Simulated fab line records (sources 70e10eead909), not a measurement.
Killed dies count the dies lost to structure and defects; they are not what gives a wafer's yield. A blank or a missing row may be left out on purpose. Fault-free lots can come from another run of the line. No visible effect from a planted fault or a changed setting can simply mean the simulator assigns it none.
fab line records    flow nand_harc
record lots=6  wafers=17  last_day=24
route steps=1159 shown A_BLC@967 END@1159
lots that met no fault: taken from a fault-free run of the same line
start_h: the number of hours between the record's first day and the start of the first shown wafer of the lot    wait_h: time in hours since the lot's previous step    " same as the row above    L1.1+2: a single row standing in for several wafers    - no value, or no start was given    * or withheld: withheld    < > ~ a bound
route shown NAME@n: a module of which the file shows steps, and the number in the route of the first    usual: the fault-free wafers' mean and standard deviation    same: alike in all rows    chamber/n: place in a boat    sites: readings site by site    _std_site: the standard deviation of these    _edge_site: inner sites' mean taken away from outer sites' mean    radius_mm: for every site, how far away it sits from the centre of the wafer    mask NAME#n: copy n    behind: the most recent tool/chamber to have shaped the wafer    hold: the reason the lot was held/the length of the hold in hours/how it ended    device: transistor that didn't switch, given as n, p or np    end of line: the same wafers' tests at the end of the route    step lacking rows: just its recipe    killed: dies that structure and defects cost at the first sort, which is not the same as the wafer's yield    map: per-die view of a wafer (x killed, . not killed, _ where there is no die)
set.NAME: setting as actually run; set.NAME@STEP: the setting as run at that earlier step    model.NAME: the simulator's own value behind a step, which no gauge read
lots seen at some steps along the route; tables by step, rows by wafer
services: from which hour (start_h, from the record's first day; less than 0 if before it) a tool's chamber was out of use, for how many hours, and why
## steps
# step NHARC_A_BLC_COAT_03
# recipe temp_c=225  time_s=65
# step NHARC_A_BLC_COAT_04
# recipe spin_rpm=1500  resist_thk_nm=90
# step NHARC_A_BLC_SOFTBAKE_05
# recipe temp_c=105  time_s=55
# step NHARC_A_BLC_EBR_06
# step NHARC_A_BLC_EXPOSE_07
# recipe na=1.35  target_cd_nm=100  dose_mj=67.97  mask_id=A_BLC
# step NHARC_A_BLC_PEB_08
# recipe peb_temp_c=100  peb_time_s=65
# step NHARC_A_BLC_DEVELOP_09
# recipe develop_time_s=35  dev_temp_c=23
# step NHARC_A_BLC_CD_MEAS_10
# recipe target_cd_nm=100  landing_energy_ev=500
# usual cd_nm=100.0/0.72
lot.wafer  tool       chamber  start_h  wait_h  cd_nm
L964.1     cd_sem-01  0        417.13   -       101.6
L964.4     "          0        "        "       100.1
L964.6     "          0        "        "       100.4
L960.1     cd_sem-03  0        426.42   -       99.2
L960.3     "          0        "        "       99.7
L960.5     "          0        "        "       99.7
L968.1     cd_sem-01  0        438.06   -       99.8
L968.4     "          0        "        "       100.2
L968.5     "          0        "        "       100.3
L971.1     cd_sem-01  0        447.45   -       99.3
L971.6     "          0        "        "       99.7
L975.3     cd_sem-02  0        485.56   -       100.2
L975.4     "          0        "        "       100.1
L975.5     "          0        "        "       100.3
L983.1     cd_sem-01  0        527.71   -       99.6
L983.3     "          0        "        "       99.4
L983.4     "          0        "        "       99.6
# step NHARC_A_BLC_OVL_MEAS_11
# usual overlay_x_nm=0.2/0.77  overlay_y_nm=0.1/0.77
lot.wafer  tool        chamber  start_h  wait_h  overlay_x_nm  overlay_y_nm
L964.1     overlay-01  -        417.22   -       1.0           0.4
L964.4     "           -        "        "       1.3           0.0
L964.6     "           -        "        "       1.2           0.0
L960.1     overlay-02  -        426.51   -       -0.1          0.7
L960.3     "           -        "        "       0.4           0.8
L960.5     "           -        "        "       0.0           0.7
L968.1     overlay-01  -        438.14   -       0.8           0.4
L968.4     "           -        "        "       -0.1          0.8
L968.5     "           -        "        "       0.3           0.1
L971.1     overlay-01  -        447.54   -       0.1           -0.5
L971.6     "           -        "        "       -0.4          -0.6
L975.3     overlay-01  -        485.65   -       0.3           0.3
L975.4     "           -        "        "       0.0           -0.4
L975.5     "           -        "        "       0.7           -0.1
L983.1     overlay-02  -        527.80   -       -1.8          0.9
L983.3     "           -        "        "       -1.8          0.6
L983.4     "           -        "        "       -1.1          0.3
# step NHARC_A_BLC_INSPECT_12
# usual raw_defect_count=26/12
lot.wafer  tool               chamber  start_h  wait_h  raw_defect_count
L964.1     defect_inspect-02  -        417.25   0.0     7
L964.4     "                  -        "        "       11
L964.6     "                  -        "        "       9
L960.1     defect_inspect-01  -        426.55   0.0     11
L960.3     "                  -        "        "       13
L960.5     "                  -        "        "       11
L968.1     defect_inspect-01  -        438.20   0.1     43
L968.4     "                  -        "        "       50
L968.5     "                  -        "        "       29
L971.1     defect_inspect-01  -        447.57   0.0     12
L971.6     "                  -        "        "       13
L975.3     defect_inspect-01  -        485.68   0.0     28
L975.4     "                  -        "        "       24
L975.5     "                  -        "        "       32
L983.1     defect_inspect-02  -        527.83   0.0     28
L983.3     "                  -        "        "       34
L983.4     "                  -        "        "       26
# step NHARC_A_BLC_DESCUM_15
# recipe time_s=3  o2_flow_sccm=200  ar_flow_sccm=0  bias_power_w=0  chemistry=O2
# usual drypump_motor_current_A=5.9/0.45  oes_product_au=0.997/0.009  rf_vpp_V=57.7/0.84  showerhead_plenum_p_Torr=1.89/0.088  throttle_valve_pct=11.312/0.0096
lot.wafer  tool         chamber  start_h  wait_h  drypump_motor_current_A  oes_product_au  rf_hours_counter_h  rf_vpp_V  showerhead_plenum_p_Torr  throttle_valve_pct
L964.1     rie_diel-08  0        417.34   0.1     5.8                      0.984           9                   57.8      1.97                      11.304
L964.4     "            3        "        "       5.9                      0.999           -                   58.0      1.82                      11.326
L964.6     "            0        "        "       5.8                      0.988           -                   57.0      1.97                      11.317
L960.1     rie_diel-08  2        426.61   0.1     6.0                      0.985           11                  58.1      1.94                      11.311
L960.3     "            0        "        "       5.8                      0.983           10                  57.1      1.97                      11.301
L960.5     "            2        "        "       6.0                      0.986           -                   57.8      1.94                      11.333
L968.1     rie_diel-08  1        438.27   0.1     6.8                      0.998           13                  56.8      1.85                      11.306
L968.4     "            2        "        "       6.0                      0.998           12                  57.9      1.94                      11.313
L968.5     "            1        "        "       6.8                      0.986           -                   57.4      1.85                      11.309
L971.1     rie_diel-08  2        447.66   0.1     6.0                      0.999           13                  58.1      1.94                      11.319
L971.6     "            3        "        "       5.9                      1.000           -                   57.1      1.82                      11.304
L975.4     rie_diel-04  0        485.75   0.1     5.9                      0.995           1                   57.9      2.02                      11.330
L975.3     "            2        "        "       5.7                      0.980           1                   56.5      1.78                      11.321
L975.5     "            0        "        "       5.9                      0.996           -                   58.8      2.02                      11.309
L983.4     rie_diel-04  0        527.89   0.1     5.9                      0.999           6                   57.8      2.02                      11.298
L983.3     "            1        "        "       5.1                      1.000           6                   57.0      1.86                      11.315
L983.1     "            2        "        "       5.7                      0.984           6                   57.1      1.78                      11.313
# step NHARC_A_BLC_ETCH_16
# recipe target_depth_a=390  over_etch_frac=0.3  time_s=65  ion_energy_ev=80  cf4_flow_sccm=150  ar_flow_sccm=0  rf_w=300  bias_w=100  chemistry=CF4
# usual drypump_motor_current_A=5.9/0.45  oes_product_au=1.000/0.0087  rf_vpp_V=150.9/1.3  showerhead_plenum_p_Torr=1.74/0.073  throttle_valve_pct=13.283/0.0087
lot.wafer  tool         chamber  start_h  wait_h  drypump_motor_current_A  oes_product_au  rf_hours_counter_h  rf_vpp_V  showerhead_plenum_p_Torr  throttle_valve_pct
L964.1     rie_diel-08  0        417.42   0.1     5.8                      0.999           9                   152.6     1.81                      13.279
L964.4     "            0        "        "       5.8                      1.003           -                   150.0     1.81                      13.279
L964.6     "            1        "        "       6.7                      1.008           -                   151.6     1.71                      13.294
L960.3     rie_diel-08  0        426.69   0.1     5.8                      0.997           10                  152.1     1.81                      13.268
L960.1     "            1        "        "       6.8                      0.999           12                  151.3     1.71                      13.272
L960.5     "            0        "        "       5.8                      0.986           -                   152.1     1.81                      13.277
L968.1     rie_diel-08  1        438.35   0.1     6.7                      0.998           13                  150.0     1.71                      13.274
L968.4     "            2        "        "       5.9                      0.994           12                  152.2     1.79                      13.274
L968.5     "            1        "        "       6.8                      0.997           -                   150.0     1.71                      13.281
L971.1     rie_diel-08  1        447.73   0.1     6.8                      0.998           14                  150.2     1.71                      13.274
L971.6     "            3        "        "       5.9                      1.007           -                   149.9     1.69                      13.291
L975.3     rie_diel-04  2        485.83   0.1     5.7                      0.986           1                   149.9     1.65                      13.290
L975.4     "            1        "        "       5.1                      1.001           2                   149.6     1.72                      13.282
L975.5     "            2        "        "       5.7                      0.986           -                   150.0     1.65                      13.285
L983.1     rie_diel-04  3        527.98   0.1     6.4                      1.027           5                   150.6     1.65                      13.292
L983.4     "            0        "        "       5.9                      0.998           6                   153.7     1.86                      13.294
L983.3     "            2        "        "       5.7                      0.994           6                   149.3     1.65                      13.284
# step NHARC_A_BLC_ETCH_17
# recipe target_depth_a=3900  over_etch_frac=0.25  time_s=609.38  ion_energy_ev=200  n2_flow_sccm=150  h2_flow_sccm=150  ar_flow_sccm=0  rf_w=400  bias_w=150  chemistry=N2/H2
# usual drypump_motor_current_A=5.9/0.44  oes_product_au=0.998/0.0087  rf_vpp_V=429.5/2.7  showerhead_plenum_p_Torr=2.00/0.095  throttle_valve_pct=14.171/0.009
lot.wafer  tool         chamber  start_h  wait_h  drypump_motor_current_A  oes_product_au  rf_hours_counter_h  rf_vpp_V  showerhead_plenum_p_Torr  throttle_valve_pct
L964.1     rie_diel-08  1        417.52   -       6.7                      0.997           11                  427.9     1.97                      14.177
L964.6     "            1        "        "       6.8                      0.999           -                   428.8     1.97                      14.182
L964.4     "            3        "        "       5.9                      0.992           -                   427.2     1.94                      14.173
L960.1     rie_diel-08  1        426.83   -       6.8                      0.997           12                  429.0     1.97                      14.172
L960.3     "            3        "        "       5.9                      1.005           12                  428.4     1.94                      14.148
L960.5     "            0        "        "       5.8                      0.986           -                   432.1     2.10                      14.165
L968.1     rie_diel-08  3        438.48   -       5.9                      0.887           13                  428.0     1.94                      14.169
L968.4     "            0        "        "       5.8                      0.875           12                  433.4     2.10                      14.181
L968.5     "            3        "        "       5.9                      1.009           -                   426.8     1.94                      14.170
L971.1     rie_diel-08  0        447.85   -       5.8                      0.879           12                  430.1     2.10                      14.180
L971.6     "            3        "        "       5.9                      1.011           -                   427.8     1.94                      14.190
L975.4     rie_diel-04  0        486.01   -       5.9                      0.994           1                   434.1     2.15                      14.180
L975.3     "            1        "        "       5.1                      0.991           2                   428.9     1.98                      14.162
L975.5     "            2        "        "       5.7                      0.979           -                   426.8     1.89                      14.165
L983.1     rie_diel-04  2        528.07   -       5.7                      0.977           6                   426.5     1.89                      14.182
L983.3     "            3        "        "       6.4                      1.007           6                   427.2     1.89                      14.154
L983.4     "            0        "        "       5.9                      0.986           6                   433.2     2.15                      14.160
# step NHARC_A_BLC_ETCH_18
# recipe target_depth_a=9100  c4f8_flow_sccm=20  o2_flow_sccm=10  ar_flow_sccm=withheld  rf_w=600  bias_w=1500  chemistry=C4F8/O2/Ar
# usual oes_product_au=0.944/0.022  rf_vpp_V=976/5.8
lot.wafer  tool         chamber  start_h  wait_h  oes_product_au  rf_hours_counter_h  rf_vpp_V
L964.1     rie_diel-08  3        -        -       0.929           11                  972
L964.6     "            3        "        "       0.919           -                   973
L964.4     "            0        "        "       0.919           -                   982
L960.1     rie_diel-08  0        -        -       0.952           10                  981
L960.3     "            1        "        "       0.976           12                  973
L960.5     "            0        "        "       0.960           -                   982
L968.4     rie_diel-08  0        -        -       0.928           12                  983
L968.1     "            2        "        "       0.930           12                  980
L968.5     "            0        "        "       0.922           -                   982
L971.1     rie_diel-08  2        -        -       0.932           13                  979
L971.6     "            3        "        "       0.933           -                   972
L975.4     rie_diel-04  0        -        -       0.960           2                   987
L975.3     "            2        "        "       0.965           2                   968
L975.5     "            1        "        "       0.982           -                   974
L983.1     rie_diel-04  3        -        -       0.985           6                   970
L983.4     "            1        "        "       0.958           6                   974
L983.3     "            2        "        "       0.959           6                   968
# step NHARC_END_SORT_01
# recipe temp_c=25
# usual killed_at_array=21/8.9  killed_at_other=0.8/1.3  killed_at_periphery=3.6/2.4  killed_dies=26/8.9  killed_open=3.1/1.8  killed_short=1.9/1.3
# same gross_dies=677
lot.wafer  tool       chamber  start_h  wait_h  killed_at_array  killed_at_other  killed_at_periphery  killed_dies  killed_open  killed_short
L968.1     prober-02  0        485.01   2.5     124              0                4                    128          4            0
L968.4     prober-02  0        487.39   3.4     82               0                5                    87           2            3
L971.1     prober-02  0        493.81   2.5     49               0                5                    54           6            3
# killed by level:class
L968.1 A_BLC:area_etch=87 A_CHANNEL_HOLE_D1:chamber_film_flake=15 A_SLIT:chamber_film_flake=7 A_M0:chamber_film_flake=6 A_CONTACT:chamber_film_flake=4 P_GATE:chamber_film_flake=2 P_M2:geometric_particle:open=1 A_CHANNEL_FILL_D1:geometric_particle:open=1
L968.4 A_BLC:area_etch=34 A_CHANNEL_HOLE_D1:chamber_film_flake=21 A_SLIT:chamber_film_flake=15 A_M0:chamber_film_flake=5 P_GATE:chamber_film_flake=3 A_WL_FILL:geometric_particle:short=2 A_CONTACT:geometric_particle:open=2 P_M0:chamber_film_flake=2
L971.1 A_BLC:area_etch=34 A_CONTACT:chamber_film_flake=5 A_M0:geometric_particle:open=2 A_CHANNEL_HOLE_D1:chamber_film_flake=2 P_M0:geometric_particle:open=1 P_M1:geometric_particle:short=1 P_M1:geometric_particle:open=1 A_ONON_D1:geometric_particle:open=1
# map L968.1 (x killed, . not)
____________.____________
_________.....xx_________
_______..x....x..._______
______..........x..______
_____..........x...._____
____.........x.......____
____.................____
___........x..........___
___......x....xxx.....___
__.......xx.....x......__
__.......xxx..xx.......__
_x....x.x...x..xxx......_
_.x..x..x.xx.x...x.x...._
_x......xx......xx......_
_.....x.x....x.xx......._
_...xxxxxxxx.xx..x......_
...x.xxxx.x.xx.x.x.......
.......x...x.............
x..x.x.xx.xxx.xx...xx....
......x..x...x.......x...
......x..xx...xx.........
_....x..xxxx...x...xx..._
_..........x.x..x......._
_x.........x...x....x..._
_.............x..x.x...._
_............x..x.x....._
__...x..xxx......x.....__
__.......x......x......__
___........x..x.....x.___
___.....x...x.x.......___
____..........x......____
____x................____
_____........x.x...._____
______..........x..______
_______..........._______
_________......._________
____________.____________
# map L971.1 (x killed, . not)
____________.____________
_________.x..x.x_________
_______x.........._______
______............x______
_____..............._____
____...x.............____
____.......x.........____
___...................___
___...........x.....x.___
__.........x...........__
__.....................__
_......x.xx............._
_...........x..........._
_......................._
_.................x....._
_..x....x.......x......._
...x.....................
..x...........x..........
............xx...........
...........x.............
.......x.................
_.....x.....x..........._
_.....x...x.....x......._
_..x..xx...x...........x_
_....x..x..............._
_..........xx......x...._
__..xx.................__
__.............x.......__
___..........x........___
___...xx........x.....___
____.....x...x.x.x...____
____.x.x.............____
_____..........x...._____
______.............______
_______..........._______
_________......._________
____________.____________
## services
tool         chamber  start_h  hours  kind
rie_diel-08  0        408.86   -      clean
rie_diel-08  1        408.86   -      clean
rie_diel-08  2        408.86   -      clean
rie_diel-08  3        408.86   -      clean
rie_diel-08  0        410.20   6.9    repair
rie_diel-04  3        418.59   6.9    repair
rie_diel-08  0        433.36   -      clean
rie_diel-08  1        433.36   -      clean
rie_diel-08  2        433.36   -      clean
rie_diel-08  3        433.36   -      clean
rie_diel-04  0        436.96   6.9    repair
rie_diel-08  0        457.86   -      clean
rie_diel-08  1        457.86   -      clean
rie_diel-08  2        457.86   -      clean
rie_diel-08  3        457.86   -      clean
rie_diel-04  -        465.98   9.0    pm
rie_diel-08  -        478.80   9.0    pm
rie_diel-08  0        478.80   9.0    vent_cycle
rie_diel-08  1        478.80   9.0    vent_cycle
rie_diel-08  2        478.80   9.0    vent_cycle
rie_diel-08  3        478.80   9.0    vent_cycle
rie_diel-04  -        500.12   0.5    repair
rie_diel-08  0        501.42   9.7    repair
rie_diel-08  1        513.56   11.1   repair
## key
first_sign step=NHARC_A_BLC_ETCH_17  reading=oes_product_au  direction=down  sigmas=13  usual=0.998  struck=0.880
effect step=NHARC_END_SORT_01  reading=killed_dies  direction=up  sigmas=7.2  usual=26  struck=90
more_kills_born_at NHARC_A_BLC_ETCH_17@rie_diel-08=155
met_at NHARC_A_BLC_ETCH_17
struck_wafers L968.1,L968.4,L971.1
tester_left_out L968,L971
onset_between 426.83 438.48
fault kind=process_parameter_drift  tool=rie_diel-08  chamber=-  onset_h=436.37  steps=NHARC_A_BLC_ETCH_17  channel=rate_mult  offset=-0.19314  shape=step  end_h=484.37  scope=struck_wafers_only
# tester_left_out: of these lots the tester's yield and bins aren't shown, on N5 and GAA mostly nor the transistor test; their killed dies are dies lost to structure and defects alone, not to doping, threshold or leakage, so they don't give the yield
